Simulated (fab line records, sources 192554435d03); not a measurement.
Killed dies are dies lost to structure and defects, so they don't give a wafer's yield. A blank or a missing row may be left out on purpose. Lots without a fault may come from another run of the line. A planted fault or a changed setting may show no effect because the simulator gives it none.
Which tool did it? | flow n5_finfet | 24 lots, 72 wafers sampled, at 3 steps of a route of 1938

WHAT THE GAUGES READ, wafer by wafer
N5_HKMG_FIN_INSPECT_61: inspects for defects (macro).
lot  | measured    | on                | raw_defect_count
L074 | day 3 23:20 | defect_inspect-02 | 0 1 3
L075 | day 4 08:46 | defect_inspect-02 | 1 2 4
L076 | day 4 17:26 | defect_inspect-01 | 1 0 3
L077 | day 4 18:14 | defect_inspect-01 | 3 3 1
L078 | day 5 01:32 | defect_inspect-01 | 1 1 3
L079 | day 5 05:43 | defect_inspect-02 | 2 3 2
L080 | day 5 10:29 | defect_inspect-02 | 1 4 0
L081 | day 5 20:28 | defect_inspect-02 | 1 4 1
L082 | day 5 22:53 | defect_inspect-02 | 1 2 6
L083 | day 6 05:17 | defect_inspect-01 | 1 2 1
L084 | day 6 13:20 | defect_inspect-02 | 2 1 2
L085 | day 6 20:08 | defect_inspect-01 | 4 2 4
L086 | day 7 04:38 | defect_inspect-01 | 0 8 2
L087 | day 7 06:14 | defect_inspect-01 | 2 3 1
L088 | day 7 16:02 | defect_inspect-01 | 3 5 3
L089 | day 7 17:20 | defect_inspect-02 | 5 3 2
L090 | day 7 23:22 | defect_inspect-02 | 4 3 3
L091 | day 8 05:54 | defect_inspect-01 | 2 1 3
L092 | day 8 09:11 | defect_inspect-02 | 0 2 1
L093 | day 8 19:55 | defect_inspect-02 | 2 4 0
L094 | day 8 22:22 | defect_inspect-01 | 6 5 4
L095 | day 9 10:49 | defect_inspect-01 | 2 1 2
L096 | day 9 13:52 | defect_inspect-02 | 2 3 1
L097 | day 9 22:14 | defect_inspect-01 | 4 1 3

N5_HKMG_FIN_THK_MEAS_70: measures by xrf.
lot  | measured     | on            | HK_THK (nm)
L074 | day 4 01:47  | film_metro-02 | 1.647 1.586 1.639
L075 | day 4 11:29  | film_metro-01 | 1.628 1.622 1.634
L076 | day 4 19:58  | film_metro-01 | 1.606 1.598 1.610
L077 | day 4 21:01  | film_metro-02 | 1.601 1.595 1.621
L078 | day 5 04:50  | film_metro-02 | 1.580 1.620 1.634
L079 | day 5 08:20  | film_metro-01 | 1.624 1.598 1.632
L080 | day 5 13:25  | film_metro-01 | 1.655 1.640 1.654
L081 | day 5 22:57  | film_metro-02 | 1.624 1.632 1.616
L082 | day 6 01:44  | film_metro-01 | 1.622 1.624 1.613
L083 | day 6 08:05  | film_metro-02 | 1.617 1.606 1.586
L084 | day 6 16:05  | film_metro-02 | 1.613 1.560 1.649
L085 | day 6 22:41  | film_metro-02 | 1.635 1.566 1.612
L086 | day 7 07:23  | film_metro-02 | 1.628 1.607 1.614
L087 | day 7 08:46  | film_metro-01 | 1.593 1.618 1.620
L088 | day 7 18:30  | film_metro-02 | 1.622 1.591 1.608
L089 | day 7 20:11  | film_metro-01 | 1.608 1.623 1.624
L090 | day 8 01:52  | film_metro-01 | 1.608 1.622 1.641
L091 | day 8 08:20  | film_metro-02 | 1.604 1.589 1.576
L092 | day 8 11:41  | film_metro-01 | 1.644 1.620 1.639
L093 | day 8 22:23  | film_metro-01 | 1.622 1.633 1.601
L094 | day 9 01:07  | film_metro-02 | 1.613 1.600 1.573
L095 | day 9 13:39  | film_metro-01 | 1.619 1.626 1.637
L096 | day 9 16:20  | film_metro-02 | 1.603 1.599 1.626
L097 | day 10 00:41 | film_metro-02 | 1.614 1.588 1.582

N5_HKMG_FIN_OVL_MEAS_13.
lot  | measured     | on         | NWFM_OVL (nm)
L074 | day 4 02:34  | overlay-02 | 0.8 -1.3 -1.9
L075 | day 4 12:23  | overlay-02 | -0.9 0.2 0.8
L076 | day 4 20:52  | overlay-02 | -0.4 -0.9 -0.7
L077 | day 4 21:55  | overlay-01 | -0.2 -1.3 0.1
L078 | day 5 05:37  | overlay-02 | -1.4 -0.8 -1.4
L079 | day 5 09:07  | overlay-01 | -1.5 -1.1 -1.5
L080 | day 5 14:11  | overlay-02 | -1.3 0.6 -0.3
L081 | day 5 23:51  | overlay-01 | -0.8 -2.1 -1.7
L082 | day 6 02:38  | overlay-02 | -1.5 -0.7 -0.6
L083 | day 6 08:59  | overlay-02 | -0.9 -1.3 -0.9
L084 | day 6 17:00  | overlay-01 | -2.0 -1.0 -1.2
L085 | day 6 23:28  | overlay-01 | -1.6 -1.7 0.6
L086 | day 7 08:18  | overlay-01 | -1.1 -0.8 -1.9
L087 | day 7 09:40  | overlay-02 | -0.1 -0.9 -0.5
L088 | day 7 19:17  | overlay-02 | 0.0 -1.0 -1.8
L089 | day 7 21:05  | overlay-02 | -2.1 -1.2 -1.2
L090 | day 8 02:39  | overlay-02 | 0.1 -1.1 -0.8
L091 | day 8 09:07  | overlay-02 | -0.7 -0.5 0.3
L092 | day 8 12:35  | overlay-02 | -2.2 -0.5 -1.1
L093 | day 8 23:17  | overlay-02 | -1.0 -1.1 -0.9
L094 | day 9 01:55  | overlay-02 | 0.8 1.1 -0.7
L095 | day 9 14:26  | overlay-02 | -0.3 -0.4 -0.3
L096 | day 9 17:14  | overlay-01 | -0.6 -1.6 -0.5
L097 | day 10 01:35 | overlay-01 | 0.3 0.1 0.4

WHICH TOOL RAN EACH LOT (tool, then ch and the chambers of the sampled wafers, then the start)
The record holds no process step before these readings.

WHAT THE TOOLS THEMSELVES READ (means of the sampled wafers that have a number; where no wafer has one, the mark that the record gives instead)
The record holds no such reading with a usual standard deviation.

THE ANSWER, worked out from the rows above alone
Rule: what is usual is taken from the lots themselves. Put in order of their means at a reading, lots are off if they are a third of the lots or fewer, leave a main group of 4 or more, and stand apart from it by a gap of 3 or more times the standard deviation of the main group's means; of several such gaps the widest counts. A main group whose means are all the same, to the digits that the tables above print for the reading, isn't used. A lot without any number at a reading at which 4 lots or more have one is off too. The other lots that the step has rows for count as sound. The gauges are gone through in route order, then the tools' own readings, and for those a lot's mean is taken as printed above. The first step at which some lot is off is used, and at that step the reading that is off furthest; a lot without a number counts as furthest.
No lot is off at any reading shown: from this, nothing can be told.

WHAT THE SIMULATOR HAD PUT IN
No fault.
